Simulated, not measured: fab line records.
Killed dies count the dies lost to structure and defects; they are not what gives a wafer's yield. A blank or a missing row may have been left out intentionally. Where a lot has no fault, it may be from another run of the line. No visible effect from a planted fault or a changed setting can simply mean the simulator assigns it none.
fab line records | flow n5Finfet
record lots=11 | wafers=33 | lastDay=18
route steps=1938 shown BEOL_M15@1819 MIM_BOT_LITHO@1862 PASSIVATION@1930
lots with no fault: from the same line, run without faults
startH: start of the lot's first displayed wafer, in hours after the record's first day | waitH: hours from the lot's prior step to this one | " same as the row above | L1.1+2: a row that stands for several wafers | - either no value or no given start | * or withheld: withheld | < > ~ a bound
route shown NAME@n: NAME is a module with steps in the file, n the number in the route of the first one | usual: the fault-free wafers' mean and standard deviation | same: alike in all rows | chamber/n: place in a boat | sites: per-site readings | _std_site: the values' standard deviation | _edge_site: outer sites' mean less inner sites' | radiusMm: for every site, how far away it sits from the centre of the wafer | mask NAME#n: copy n | behind: the last tool/chamber to shape the wafer | hold: what put the lot on hold/how long, in hours/how the hold closed | device: the n, p or np transistor that did not switch | end of line: at the end of the route, the tests of the same wafers | a step without rows: its recipe alone | killed: count of dies lost to structure and defects at first sort (not the wafer's yield) | map: dies across one wafer; x = killed, . = not, _ = none there
set.NAME: the run value of the setting; set.NAME@STEP: its run value at that earlier step | model.NAME: the simulator's own value behind a step, which no gauge read
route steps across a sampled set of lots; one table per step, one row per wafer
services: a tool's chamber out of use, with start hour (startH, from the record's first day; less than 0 if before it), hours out, and reason
## steps
# step N5_BEOL_M15_SPUTTER_43
# recipe material=TaN | targetThkA=150 | tempC=50 | biasV=168.6 | powerW=15000 | chamberPressurePa=0.12 | timeS=24.19
# usual throttleValvePct=29.4/1.1
lot.wafer | tool          | chamber | startH | waitH | throttleValvePct
L913.2    | pvdSputter-01 | -       | 264.77 | 0.0   | 27.1
L913.4    | "             | -       | "      | "     | 30.4
L913.5    | "             | -       | "      | "     | 27.2
L912.2    | pvdSputter-01 | -       | 273.82 | 0.0   | 29.9
L912.3    | "             | -       | "      | "     | 29.0
L912.6    | "             | -       | "      | "     | 29.9
L915.3    | pvdSputter-01 | -       | 279.13 | 0.0   | 29.5
L915.5    | "             | -       | "      | "     | 27.5
L915.6    | "             | -       | "      | "     | 29.3
L917.2    | pvdSputter-03 | -       | 301.74 | 0.0   | 29.6
L917.3    | "             | -       | "      | "     | 30.3
L917.6    | "             | -       | "      | "     | 29.7
L916.1    | pvdSputter-02 | -       | 301.87 | 0.0   | 30.2
L916.2    | "             | -       | "      | "     | 29.8
L916.5    | "             | -       | "      | "     | 30.1
L921.1    | pvdSputter-03 | -       | 315.88 | 0.0   | 29.3
L921.2    | "             | -       | "      | "     | 30.3
L921.6    | "             | -       | "      | "     | 30.2
L925.2    | pvdSputter-02 | -       | 348.80 | 0.0   | 29.9
L925.3    | "             | -       | "      | "     | 28.2
L925.5    | "             | -       | "      | "     | 29.6
L930.1    | pvdSputter-02 | -       | 369.39 | 0.0   | 30.9
L930.2    | "             | -       | "      | "     | 28.2
L930.3    | "             | -       | "      | "     | 29.8
L934.1    | pvdSputter-02 | -       | 394.25 | 0.0   | 31.1
L934.3    | "             | -       | "      | "     | 30.2
L934.4    | "             | -       | "      | "     | 27.9
L932.1    | pvdSputter-03 | -       | 394.33 | 0.0   | 30.4
L932.4    | "             | -       | "      | "     | 29.2
L932.5    | "             | -       | "      | "     | 29.0
L935.3    | pvdSputter-02 | -       | 410.02 | 0.0   | 29.8
L935.5    | "             | -       | "      | "     | 31.0
L935.6    | "             | -       | "      | "     | 29.7
# step N5_BEOL_M15_SPUTTER_44
# recipe material=Ta | targetThkA=150 | tempC=50 | biasV=80 | powerW=15000 | chamberPressurePa=0.07 | timeS=24.19
# usual throttleValvePct=29.4/1.1
lot.wafer | tool          | chamber | startH | waitH | throttleValvePct
L913.2    | pvdSputter-01 | -       | 264.85 | 0.0   | 27.5
L913.4    | "             | -       | "      | "     | 30.4
L913.5    | "             | -       | "      | "     | 27.2
L912.2    | pvdSputter-01 | -       | 273.90 | 0.0   | 29.9
L912.3    | "             | -       | "      | "     | 29.5
L912.6    | "             | -       | "      | "     | 29.7
L915.3    | pvdSputter-01 | -       | 279.21 | 0.0   | 29.4
L915.5    | "             | -       | "      | "     | 27.2
L915.6    | "             | -       | "      | "     | 29.5
L917.2    | pvdSputter-03 | -       | 301.82 | 0.0   | 29.6
L917.3    | "             | -       | "      | "     | 30.6
L917.6    | "             | -       | "      | "     | 29.5
L916.1    | pvdSputter-02 | -       | 301.95 | 0.0   | 30.3
L916.2    | "             | -       | "      | "     | 29.7
L916.5    | "             | -       | "      | "     | 29.6
L921.1    | pvdSputter-03 | -       | 315.96 | 0.0   | 29.1
L921.2    | "             | -       | "      | "     | 30.0
L921.6    | "             | -       | "      | "     | 30.5
L925.2    | pvdSputter-02 | -       | 348.88 | 0.0   | 30.0
L925.3    | "             | -       | "      | "     | 27.9
L925.5    | "             | -       | "      | "     | 29.6
L930.1    | pvdSputter-02 | -       | 369.47 | 0.0   | 30.6
L930.2    | "             | -       | "      | "     | 27.7
L930.3    | "             | -       | "      | "     | 29.9
L932.1    | pvdSputter-03 | -       | 394.41 | 0.0   | 30.2
L932.4    | "             | -       | "      | "     | 29.1
L932.5    | "             | -       | "      | "     | 29.2
L934.1    | pvdSputter-02 | -       | 395.73 | 1.4   | 31.0
L934.3    | "             | -       | "      | "     | 29.7
L934.4    | "             | -       | "      | "     | 28.2
L935.3    | pvdSputter-02 | -       | 410.10 | 0.0   | 30.0
L935.5    | "             | -       | "      | "     | 30.7
L935.6    | "             | -       | "      | "     | 29.8
# step N5_MIM_BOT_LITHO_CD_MEAS_08
# recipe targetCdNm=3000 | landingEnergyEv=500 | detector=seInlens | polarity=opening
# usual cdNm=2999.0/1.9
lot.wafer | tool     | chamber | startH | waitH | cdNm
L913.2    | cdSem-03 | 0       | 269.74 | -     | 2999.5
L913.4    | "        | 0       | "      | "     | 2997.9
L913.5    | "        | 0       | "      | "     | 2998.1
L912.2    | cdSem-03 | 0       | 280.35 | -     | 2996.3
L912.3    | "        | 0       | "      | "     | 2997.7
L912.6    | "        | 0       | "      | "     | 2994.4
L915.3    | cdSem-03 | 0       | 285.24 | -     | 2999.4
L915.5    | "        | 0       | "      | "     | 2999.2
L915.6    | "        | 0       | "      | "     | 2998.4
L917.2    | cdSem-02 | 0       | 310.71 | -     | 3000.2
L917.3    | "        | 0       | "      | "     | 3002.6
L917.6    | "        | 0       | "      | "     | 3002.0
L916.1    | cdSem-02 | 0       | 310.75 | -     | 2999.7
L916.2    | "        | 0       | "      | "     | 3001.1
L916.5    | "        | 0       | "      | "     | 3002.0
L921.1    | cdSem-03 | 0       | 322.49 | -     | 3000.7
L921.2    | "        | 0       | "      | "     | 2999.6
L921.6    | "        | 0       | "      | "     | 2999.3
L925.2    | cdSem-01 | 0       | 355.87 | -     | 2999.4
L925.3    | "        | 0       | "      | "     | 2999.2
L925.5    | "        | 0       | "      | "     | 3000.8
L930.1    | cdSem-02 | 0       | 374.26 | -     | 2999.8
L930.2    | "        | 0       | "      | "     | 2997.7
L930.3    | "        | 0       | "      | "     | 2998.2
L932.1    | cdSem-01 | 0       | 400.50 | -     | 2998.0
L932.4    | "        | 0       | "      | "     | 2997.2
L932.5    | "        | 0       | "      | "     | 2998.7
L934.1    | cdSem-03 | 0       | 400.90 | -     | 2997.9
L934.3    | "        | 0       | "      | "     | 2998.8
L934.4    | "        | 0       | "      | "     | 2997.6
L935.3    | cdSem-01 | 0       | 416.84 | -     | 2997.4
L935.5    | "        | 0       | "      | "     | 3001.8
L935.6    | "        | 0       | "      | "     | 3001.8
# step N5_PASSIVATION_ETCH_54
# recipe chemistry=CHF3/O2 | target=SiO2 | targetDepthA=8800 | CHF3_flow_sccm=50 | O2_flow_sccm=5 | Ar_flow_sccm=200 | timeS=440 | maskMaterial=PR | pressureMtorr=30 | sourceW=650 | biasW=170 | ionEnergyEv=200
# usual drypumpMotorCurrentA=5.7/0.54 | oes_f_703_au=0.76/0.074 | oesProductAu=0.77/0.075 | rfFwdPowerW=648.8/2 | rfVppV=522/9.8 | showerheadPlenumPTorr=2.39/0.069 | throttleValvePct=18.88/0.24
lot.wafer | tool       | chamber | startH | waitH | drypumpMotorCurrentA | oes_f_703_au | oesProductAu | rfFwdPowerW | rfHoursCounterH | rfVppV | showerheadPlenumPTorr | throttleValvePct
L913.2    | rieDiel-01 | 1       | 275.94 | 0.1   | 5.4                  | 0.78         | 0.79         | 647.5       | 101             | 522    | 2.45                  | 18.77
L913.4    | "          | 0       | "      | "     | 5.3                  | 0.83         | 0.82         | 650.5       | 78              | 508    | 2.44                  | 18.88
L913.5    | "          | 0       | "      | "     | 5.3                  | 0.84         | 0.82         | 650.2       | -               | 507    | 2.44                  | 18.85
L912.2    | rieDiel-04 | 0       | 287.05 | 0.1   | 6.8                  | 0.69         | 0.69         | 646.8       | 239             | 528    | 2.28                  | 19.24
L912.3    | "          | 3       | "      | "     | 5.3                  | 0.72         | 0.73         | 649.9       | 206             | 525    | 2.30                  | 19.07
L912.6    | "          | 2       | "      | "     | 6.1                  | 0.83         | 0.82         | 648.4       | -               | 509    | 2.32                  | 18.52
L915.3    | rieDiel-04 | 1       | 291.97 | 0.1   | 6.0                  | 0.98         | 1.00         | 648.3       | 1               | 529    | 2.36                  | 18.80
L915.5    | "          | 2       | "      | "     | 6.1                  | 0.84         | 0.81         | 648.3       | -               | 511    | 2.32                  | 18.57
L915.6    | "          | 1       | "      | "     | 6.0                  | 0.98         | 1.00         | 652.9       | -               | 530    | 2.36                  | 18.82
L916.1    | rieDiel-01 | 2       | 317.02 | 0.1   | 5.1                  | 0.74         | 0.75         | 648.2       | 137             | 536    | 2.31                  | 18.80
L916.2    | "          | 1       | "      | "     | 5.5                  | 0.77         | 0.77         | 649.6       | 114             | 522    | 2.44                  | 18.79
L916.5    | "          | 2       | "      | "     | 5.1                  | 0.75         | 0.75         | 649.7       | -               | 536    | 2.31                  | 18.81
L917.2    | rieDiel-02 | 2       | 317.53 | 0.1   | 5.8                  | 0.73         | 0.71         | 652.2       | 225             | 530    | 2.48                  | 18.89
L917.3    | "          | 0       | "      | "     | 5.6                  | 0.84         | 0.87         | 649.0       | 28              | 518    | 2.46                  | 18.76
L917.6    | "          | 0       | "      | "     | 5.6                  | 0.84         | 0.86         | 653.2       | -               | 517    | 2.46                  | 18.76
L921.1    | rieDiel-02 | 1       | 328.86 | 0.1   | 6.6                  | 0.67         | 0.68         | 647.3       | 220             | 528    | 2.39                  | 19.16
L921.2    | "          | 2       | "      | "     | 5.8                  | 0.72         | 0.70         | 648.9       | 229             | 530    | 2.48                  | 18.91
L921.6    | "          | 2       | "      | "     | 5.8                  | 0.72         | 0.71         | 649.5       | -               | 529    | 2.48                  | 18.93
L925.2    | rieDiel-04 | 3       | 363.99 | 0.1   | 5.3                  | 0.70         | 0.70         | 648.5       | 236             | 525    | 2.29                  | 19.12
L925.3    | "          | 2       | "      | "     | 6.1                  | 0.80         | 0.78         | 650.7       | 119             | 510    | 2.31                  | 18.60
L925.5    | "          | 2       | "      | "     | 6.1                  | 0.81         | 0.78         | 648.8       | -               | 512    | 2.31                  | 18.60
L930.1    | rieDiel-01 | 0       | 380.99 | 0.1   | 5.3                  | 1.00         | 0.79         | 808.8       | 113             | 457    | 2.43                  | 18.92
L930.2    | "          | 2       | "      | "     | 5.1                  | 0.93         | 0.75         | 803.7       | 161             | 483    | 2.30                  | 18.84
L930.3    | "          | 3       | "      | "     | 6.2                  | 0.93         | 0.76         | 803.0       | 128             | 464    | 2.42                  | 18.47
L932.1    | rieDiel-01 | 3       | 406.84 | 0.1   | 6.2                  | 0.91         | 0.75         | 803.1       | 137             | 463    | 2.41                  | 18.48
L932.4    | "          | 0       | "      | "     | 5.3                  | 1.00         | 0.80         | 806.5       | 122             | 456    | 2.42                  | 18.94
L932.5    | "          | 1       | "      | "     | 5.4                  | 0.94         | 0.75         | 806.2       | -               | 469    | 2.43                  | 18.85
L934.1    | rieDiel-04 | 0       | 407.12 | 0.1   | 6.8                  | 0.88         | 0.90         | 646.9       | 26              | 537    | 2.55                  | 18.91
L934.3    | "          | 1       | "      | "     | 6.0                  | 0.88         | 0.88         | 650.4       | 43              | 528    | 2.35                  | 18.86
L934.4    | "          | 1       | "      | "     | 6.0                  | 0.88         | 0.88         | 645.4       | -               | 528    | 2.35                  | 18.87
L935.3    | rieDiel-02 | 2       | 422.85 | 0.1   | 5.8                  | 1.01         | 1.00         | 644.9       | 1               | 530    | 2.46                  | 18.50
L935.5    | "          | 2       | "      | "     | 5.8                  | 1.01         | 1.00         | 643.2       | -               | 528    | 2.47                  | 18.49
L935.6    | "          | 0       | "      | "     | 5.6                  | 0.78         | 0.80         | 648.0       | -               | 516    | 2.44                  | 18.84
## services
tool          | chamber | startH | hours | kind
rieDiel-02    | 0       | 269.78 | 9.7   | repair
rieDiel-01    | -       | 271.78 | 1.1   | repair
rieDiel-04    | 1       | 272.31 | -     | clean
rieDiel-04    | 1       | 272.31 | -     | consumableReplace:focusRing
rieDiel-04    | 1       | 272.31 | 14.9  | scheduledDown
rieDiel-04    | 1       | 272.31 | 14.9  | ventCycle
rieDiel-02    | -       | 301.01 | 2.8   | pm
pvdSputter-01 | -       | 306.96 | 5.3   | repair
rieDiel-04    | 0       | 317.81 | -     | clean
rieDiel-04    | 0       | 317.81 | -     | consumableReplace:focusRing
rieDiel-04    | 0       | 317.81 | -     | consumableReplace:showerhead
rieDiel-04    | 0       | 317.81 | 13.8  | scheduledDown
rieDiel-04    | 0       | 317.81 | 13.8  | ventCycle
pvdSputter-01 | -       | 347.23 | 7.8   | repair
pvdSputter-01 | -       | 365.53 | 1.5   | repair
rieDiel-02    | 3       | 375.83 | -     | clean
rieDiel-02    | 3       | 375.83 | -     | consumableReplace:focusRing
rieDiel-02    | 3       | 375.83 | 22.7  | scheduledDown
rieDiel-02    | 1       | 377.66 | 3.6   | repair
rieDiel-04    | 3       | 391.70 | 8.2   | repair
rieDiel-02    | 2       | 400.89 | 3.5   | repair
rieDiel-01    | -       | 405.13 | 0.6   | repair
rieDiel-04    | 2       | 405.32 | 9.0   | repair
rieDiel-04    | 0       | 413.76 | 10.2  | repair
## key
firstSign step=N5_PASSIVATION_ETCH_54 | reading=rfFwdPowerW | direction=up | sigmas=79 | usual=* | struck=*
effect step=N5_PASSIVATION_ETCH_54 | reading=rfVppV | direction=down | sigmas=5.8 | usual=522 | struck=465
metAt N5_PASSIVATION_ETCH_54
struckLots L930,L932
notActingAt N5_BEOL_M15_SPUTTER_43,N5_BEOL_M15_SPUTTER_44,N5_MIM_BOT_LITHO_CD_MEAS_08
onsetBetween 317.02 380.99
fault kind=processParameterDrift | tool=rieDiel-01 | chamber=- | onsetH=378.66 | steps=N5_PASSIVATION_ETCH_54 | channel=sourceW | offset=156 | shape=step | endH=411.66 | actsIn=theseRecipesOnly | stated=650
